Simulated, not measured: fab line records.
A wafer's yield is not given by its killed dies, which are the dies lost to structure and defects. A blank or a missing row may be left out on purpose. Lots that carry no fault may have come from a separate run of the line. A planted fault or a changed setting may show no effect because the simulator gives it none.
Chamber matching :: flow nandHarc :: 3 sister chambers for NHARC_P_M0_DEP_32 on pecvd-04
The step deposits SiCN, target thk 30 nm. 6 wafers are shown with their chamber, then 8 later ones without.

## WAFERS WITH THEIR CHAMBER
wafer: L078.3
chamber: 0
heaterPowerW (W): 465

wafer: L084.5
chamber: 2
heaterPowerW (W): 644

wafer: L087.3
chamber: 1
heaterPowerW (W): 578

wafer: L087.4
chamber: 1
heaterPowerW (W): 584

wafer: L087.6
chamber: 0
heaterPowerW (W): 501

wafer: L090.2
chamber: 2
heaterPowerW (W): 662

## WAFERS MISSING THEIR CHAMBER
wafer: L090.5
heaterPowerW (W): 706

wafer: L090.6
heaterPowerW (W): 677

wafer: L093.1
heaterPowerW (W): 553

wafer: L093.2
heaterPowerW (W): 617

wafer: L093.5
heaterPowerW (W): 563

wafer: L095.4
heaterPowerW (W): 540

wafer: L095.5
heaterPowerW (W): 661

wafer: L095.6
heaterPowerW (W): 663

## EACH ONE'S CHAMBER
wafer: L090.5
from the rows above: 2
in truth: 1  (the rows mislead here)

wafer: L090.6
from the rows above: 2
in truth: 2

wafer: L093.1
from the rows above: 1
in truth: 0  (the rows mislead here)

wafer: L093.2
from the rows above: can't be placed: 1 or 2
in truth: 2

wafer: L093.5
from the rows above: 1
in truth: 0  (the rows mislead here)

wafer: L095.4
from the rows above: can't be placed: 1 or 0
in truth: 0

wafer: L095.5
from the rows above: 2
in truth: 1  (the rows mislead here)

wafer: L095.6
from the rows above: 2
in truth: 2
Correctly placed: 2 of 8. From these rows, 2 cannot be placed; in 2 the true chamber is one of the candidates. Placed wrongly: 4.
How it was worked out, from the rows above alone: a wafer's distance from a chamber is the root of the sum, over the readings, of the square of ((its reading less the chamber's mean) divided by the reading's scatter). If the next closest chamber is less than 2 further off than the closest, the wafer can't be placed; otherwise it belongs to the closest. A chamber's mean is the mean of its shown wafers. The scatter is the square root of a quotient: the sum, over the shown wafers, of each reading's squared deviation from its chamber's mean, divided by wafers minus chambers.
